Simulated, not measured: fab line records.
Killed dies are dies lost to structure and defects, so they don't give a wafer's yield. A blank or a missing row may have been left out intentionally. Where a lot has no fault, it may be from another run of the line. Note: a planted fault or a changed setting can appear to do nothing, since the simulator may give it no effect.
Matching of chambers ; flow nand-harc ; ald-metal-01 running NHARC_A_CONTACT_ALD_18: 4 sister chambers
The step deposits TiN, target thk 3 nm, pulse time 1 s, ald cycles 150. 8 wafers are shown with their chamber, then 8 later ones without.

== WAFERS, EACH WITH ITS CHAMBER ==
wafer;chamber;heater-power-w (W);precursor-pulse-height-rel
L078.6;3;1070;1.022
L077.2;0;1028;0.993
L082.1;2;1037;0.997
L082.4;2;1030;0.992
L083.1;0;1008;1.000
L083.2;3;1081;0.996
L083.3;1;1103;1.033
L085.2;1;1116;0.973

== WAFERS MISSING THEIR CHAMBER ==
wafer;heater-power-w (W);precursor-pulse-height-rel
L085.3;1072;1.003
L085.6;1058;0.982
L087.1;1042;0.999
L087.3;1090;1.022
L087.6;1034;0.970
L092.1;1066;0.972
L092.2;1079;0.978
L092.4;1079;1.010

== THE CHAMBER EACH PASSED THROUGH ==
wafer;from the rows above;in truth
L085.3;3;3
L085.6;can't be placed: 3 or 2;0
L087.1;can't be placed: 2 or 0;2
L087.3;can't be placed: 3 or 1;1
L087.6;can't be placed: 2 or 0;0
L092.1;can't be placed: 3 or 2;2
L092.2;can't be placed: 3 or 1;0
L092.4;3;3
Placed correctly: 2 of 8. Not placeable from these rows: 6 (in 4, the candidates include the true chamber). Number placed wrongly: 0.
How it was worked out, from the rows above alone: a wafer's distance from a chamber is the root of the sum, over the readings, of the square of ((its reading less the chamber's mean) divided by the reading's scatter). If the next closest chamber is less than 2 further off than the closest, the wafer can't be placed; otherwise it belongs to the closest. Each chamber's mean is taken over the wafers shown for it. How the scatter is found: for the shown wafers, subtract from each reading the mean of its chamber, square and add these, divide the total by (wafers less chambers), then take the root.
